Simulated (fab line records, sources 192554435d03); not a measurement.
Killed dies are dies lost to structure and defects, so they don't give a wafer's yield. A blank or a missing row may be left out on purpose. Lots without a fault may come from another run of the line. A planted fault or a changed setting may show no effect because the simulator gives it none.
One fault seen from 3 desks | flow n5_finfet | each desk has only its own numbers; what lay behind them comes last

THE DEFECT DESK
What the inspections along the route counted, lot by lot: means of the sampled wafers that have a number. A lot is out of limits, marked OUT, if its mean lies more than 4 standard deviations from the usual mean; the brackets give that distance.
Columns: A = raw_defect_count at N5_HKMG_FIN_INSPECT_14, usual 2.2
lot  | first seen here | A
L239 | day 4 03:35     | 2.3
L241 | day 4 18:59     | 3.0
L249 | day 6 18:25     | 3.5
L250 | day 7 00:55     | 2.0
L251 | day 7 05:06     | 2.5
L254 | day 7 23:03     | 2.0
L257 | day 8 18:03     | 2.7
This desk's finding: nothing out of limits on any of the 7 lots.

THE TOOL OWNER'S DESK: rie_diel-03
The tool's own readings at N5_HKMG_FIN_ETCH_35 (etches SOC in N2/H2, target depth 215.8 nm, time 243.4 s): means of the sampled wafers that have a number, for each lot that ran on this tool. A lot is out of limits, marked OUT, if its mean lies more than 4 standard deviations from the usual mean; the brackets give that distance.
Columns: A = bias_w at N5_HKMG_FIN_ETCH_35, usual 5.001 W; B = drypump_motor_current_A at N5_HKMG_FIN_ETCH_35, usual 5.6 A; C = oes_product_au at N5_HKMG_FIN_ETCH_35, usual 0.83 a.u.; D = rf_vpp_V at N5_HKMG_FIN_ETCH_35, usual 141.9 V; E = run_length_s at N5_HKMG_FIN_ETCH_35, usual 266.6 s; F = showerhead_plenum_p_Torr at N5_HKMG_FIN_ETCH_35, usual 2.57 Torr; G = throttle_valve_pct at N5_HKMG_FIN_ETCH_35, usual 17.75 %
lot  | first seen here | A     | B   | C    | D     | E               | F    | G
L241 | day 4 19:19     | 5.010 | 5.9 | 0.85 | 141.0 | 266.6           | 2.50 | 17.62
L249 | day 6 18:46     | 4.987 | 5.7 | 0.82 | 142.2 | 249.3 (-46) OUT | 2.60 | 17.54
L250 | day 7 01:16     | 4.980 | 5.4 | 0.82 | 141.2 | 248.9 (-47) OUT | 2.56 | 17.82
L251 | day 7 05:31     | 5.011 | 5.5 | 0.81 | 142.3 | 249.3 (-46) OUT | 2.55 | 17.70
This desk's finding: out of limits on L249, L250, L251; first on L249, day 6 18:46 (run_length_s at N5_HKMG_FIN_ETCH_35). In limits: L241.

THE METROLOGY DESK
What the gauges read, lot by lot, whatever tool the lot ran on: means of the sampled wafers that have a number. A lot is out of limits, marked OUT, if its mean lies more than 4 standard deviations from the usual mean; the brackets give that distance. Of its 12 readings 7 are shown: those that lie furthest out on some lot.
Columns: A = cd_nm at N5_HKMG_FIN_CD_MEAS_12, usual 92.9 nm; B = DIBL_N at N5_BEOL_M4_RC_MEAS_101, usual 36.0 mV/V; C = DIBL_P at N5_BEOL_M4_RC_MEAS_101, usual 36.2 mV/V; D = IOFF_N at N5_BEOL_M4_RC_MEAS_101, usual 0.16 nA/um; E = ION_N at N5_BEOL_M4_RC_MEAS_101, usual 672 uA/um; F = ION_P at N5_BEOL_M4_RC_MEAS_101, usual 461 uA/um; G = VT_N at N5_BEOL_M4_RC_MEAS_101, usual 250 mV
lot  | first seen here | A    | B    | C    | D    | E   | F   | G
L239 | day 4 03:32     | 92.4 | 36.0 | 36.8 | 0.16 | 677 | 461 | 247
L241 | day 4 18:55     | 93.7 | 36.6 | 35.6 | 0.16 | 673 | 459 | 248
L249 | day 6 18:22     | 93.2 | 35.2 | 35.2 | 0.15 | 669 | 470 | 251
L250 | day 7 00:52     | 92.7 | 35.4 | 36.8 | 0.16 | 668 | 457 | 248
L251 | day 7 05:03     | 93.2 | 39.3 | 39.0 | 0.21 | 690 | 467 | 246
L254 | day 7 23:00     | 92.6 | 36.0 | 37.5 | 0.17 | 669 | 460 | 248
L257 | day 8 18:00     | 92.7 | 36.5 | 36.0 | 0.16 | 678 | 465 | 249
This desk's finding: nothing out of limits on any of the 7 lots.

PUT TOGETHER
The tool owner's desk could have raised an alarm at day 6 18:46, on L249, L250, L251.
The defect desk saw nothing out of limits.
The metrology desk saw nothing out of limits.
The defect desk has L249, L250, L251 on record, within its limits.
The metrology desk has L249, L250, L251 on record, within its limits.
Of the lots named, all ran N5_HKMG_FIN_ETCH_35 on rie_diel-03.

WHAT THE SIMULATOR HAD PUT IN
Process parameter drift: rie_diel-03, from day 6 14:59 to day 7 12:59, at N5_HKMG_FIN_ETCH_35. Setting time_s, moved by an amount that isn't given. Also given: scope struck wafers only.
Lots struck among those shown: L249, L250, L251.
Hours from the fault's start to each desk's first reading out of limits: the tool owner's desk, 4.
